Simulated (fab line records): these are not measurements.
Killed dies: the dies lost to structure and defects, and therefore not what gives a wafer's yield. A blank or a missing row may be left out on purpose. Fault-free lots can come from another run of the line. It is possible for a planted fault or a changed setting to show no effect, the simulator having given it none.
Comparing a struck lot with a sound one :: flow nand_harc :: 15 steps out of a route of 1302
Sound: the wafers L814.1, L814.2, L814.4. Wafers L822.1, L822.3, L822.4 were the ones struck. The cause is named last.
Order at every step that has rows: each side's tool, ch and its chambers, its first start. Under that, the readings that differ: sound wafers :: struck wafers :: difference of the means :: sigmas: that difference in standard deviations of wafers without a fault.
alike: a reading whose means differ by less than 2 such deviations, as well as words and numbers matching on both sides. not compared: withheld readings; readings where some wafer has no value; bounds like >300 that might hide an equal value; numbers whose values overlap and for which the record gives no deviation.
The two part at a step that has a row with sigmas, a row that says differs or no value, or rows on one side only. Non-overlapping numbers with no deviation appear without sigmas and do not part them. A reading missing from all wafers of one side parts the sides only when that side holds two or more wafers.

NHARC_P_M1_INSPECT_11:
  sound: defect_inspect-02 at day 8 07:32; struck: defect_inspect-01 at day 11 14:43
  alike: raw_defect_count
then, 3 steps without rows for these wafers: NHARC_P_M1_DESCUM_14 (chemistry O2, time 3 s); NHARC_P_M1_ETCH_35 (etches the open film in N2/H2, target depth 40 nm, overetch 12 nm, time 43.94 s); NHARC_P_M1_ETCH_15 (etches the open film in C4F8/Ar, target depth 182.5 nm, time 91.2 s).
NHARC_P_M1_CD_MEAS_16:
  sound: cd_sem-02 at day 8 07:56; struck: cd_sem-02 at day 11 15:05
  alike: cd_nm
then, 1 step without rows for these wafers: NHARC_P_M1_STRIP_18 (strips in N2/H2).
NHARC_P_M1_ETCH_28: etches the open film in CF4/N2, target depth 30 nm, time 72.99 s.
  sound: rie_diel-13 ch 0,2,3; struck: rie_diel-13 ch 0,2,3
reading: rf_hours_counter_h (h)
sound: 0 0 0
struck: 22 25 24
difference: +24
sigmas: 
  alike: drypump_motor_current_A, oes_product_au, rf_vpp_V, showerhead_plenum_p_Torr, throttle_valve_pct
then, 2 steps without rows for these wafers: NHARC_P_M1_STRIP_19 (strips in post etch residue remover, time 600 s); NHARC_P_M1_DEGAS_29 (time 60 s).
NHARC_P_M1_PRE_CLEAN_30: time 30 s.
  sound on pvd_sputter-02; struck on pvd_sputter-01
  alike: heater_power_w
NHARC_P_M1_PVD_20: deposits TaN, target thk 5 nm, time 8.06 s.
  sound on pvd_sputter-02; struck on pvd_sputter-01
  alike: throttle_valve_pct
NHARC_P_M1_PVD_21: deposits Cu, target thk 30 nm, time 20.49 s.
  sound on pvd_sputter-02; struck on pvd_sputter-01
  alike: throttle_valve_pct
NHARC_P_M1_ECD_22: material Cu, target thk 400 nm.
  sound on ecd_cu-02 ch 0,1, day 8 09:02; struck on ecd_cu-02 ch 0,1, day 11 16:10
NHARC_P_M1_ANNEAL_31: time 90 s.
  sound on rtp_anneal-02 ch 0, day 8 09:24; struck on rtp_anneal-01 ch 0, day 11 16:32
  alike: wafer_temp_C_max
NHARC_P_M1_CMP_23: polishes, t overpolish 20 s, target thk 157.82 nm.
  sound on cmp-04 ch 0,1,3, day 8 09:45; struck on cmp-03 ch 1,2,3, day 11 16:53
reading: time_to_endpoint_s (s)
sound: 27.5 27.1 26.1
struck: 13.1 15.6 15.0
difference: -12.3
sigmas: -6
  alike: motor_current_A

## WHERE THEY PART
Only at NHARC_P_M1_CMP_23, within this record.

WHY: what the simulator had put in
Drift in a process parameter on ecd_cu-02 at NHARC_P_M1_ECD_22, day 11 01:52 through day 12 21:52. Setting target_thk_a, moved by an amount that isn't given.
